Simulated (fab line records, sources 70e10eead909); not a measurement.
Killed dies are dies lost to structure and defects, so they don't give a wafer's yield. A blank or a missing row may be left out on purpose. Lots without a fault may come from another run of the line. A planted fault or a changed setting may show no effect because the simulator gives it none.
Problem report in the 8D (eight disciplines) form, filled by code | flow nand_harc | the parts of the form that need people (team, actions taken, sign-off) are left out

1. THE PROBLEM
thk_nm at NHARC_A_ONON_D1_THK_MEAS_11 reads a mean of 1512 nm on 6 wafers of 2 lots; wafers without a fault read 1002 nm with a standard deviation of 7.9. That is +65 standard deviations from the usual mean.
The step: measures by ellipsometry.
First seen on wafer L134.1, day 12 03:59, on film_metro-02. The record holds 36 wafers of 12 lots with a number at this step. Rule for "out", or "out of limits": more than 4 standard deviations from the usual mean. The other wafers with a number count as sound.

2. WHAT IT IS AND WHAT IT IS NOT
question                    | is                     | is not
which readings at this step | thk_nm                 | -
which lots                  | L134, L135             | L124, L126, L127, L131, L142, L143, L144, L145, L146, L147
which wafers of those lots  | all that have a number | -
read on which gauges        | film_metro-02          | film_metro-01
when                        | from day 12 03:59      | up to then (12 sound wafers); but 18 sound wafers of L142, L143, L144, L145, L146, L147 came after

3. SUSPECTS, AND WHAT RULES EACH OUT
Counting: a tool at a process step up to the reading stays a suspect if it ran every lot that is out and no sound lot after the first of them.
- the gauge at NHARC_A_ONON_D1_THK_MEAS_11: ruled out. All the wafers that are out were read on film_metro-02, but those of them that NHARC_END_SORT_01 has rows for are out there too, on other tools.
- pecvd_onon-02 at NHARC_A_ONON_D1_DEP_09 (target thk 1000 nm): ruled out as a lasting fault. Sound lots L145, L147 ran on it after its first lot that is out, L134 (day 12 03:29).
Left after counting: nothing in the record.

4. THE CAUSE (what the simulator had put in)
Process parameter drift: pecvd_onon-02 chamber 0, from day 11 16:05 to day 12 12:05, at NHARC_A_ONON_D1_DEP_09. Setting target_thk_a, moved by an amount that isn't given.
Counting ruled it out, wrongly: the rule takes a fault to strike every lot that its tool runs from its start on, and this one did not.

5. THE CHAIN OF EFFECTS, in route order
Each row: a reading whose mean over the struck wafers that have a number lies more than 3 standard deviations from the usual. Only readings for which the record gives a usual standard deviation are gone through. hours: the time from each lot's start at the first step in this table that gives one to its start at this step, as a median over the lots. sigmas: the change in usual standard deviations.
hours | step                        | reading         | usual   | on struck wafers | change | sigmas
0     | NHARC_A_ONON_D1_THK_MEAS_11 | thk_nm          | 1002 nm | 1512             | +510   | +65
407   | NHARC_END_SORT_01           | killed_at_array | 49      | 672              | +623   | +33
407   | NHARC_END_SORT_01           | killed_dies     | 54      | 677              | +623   | +33

6. WHAT WOULD HAVE CAUGHT IT SOONER
In this record the first reading out of limits at a measuring or inspecting step was taken at day 12 03:59, 12 hours after the fault began at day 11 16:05.
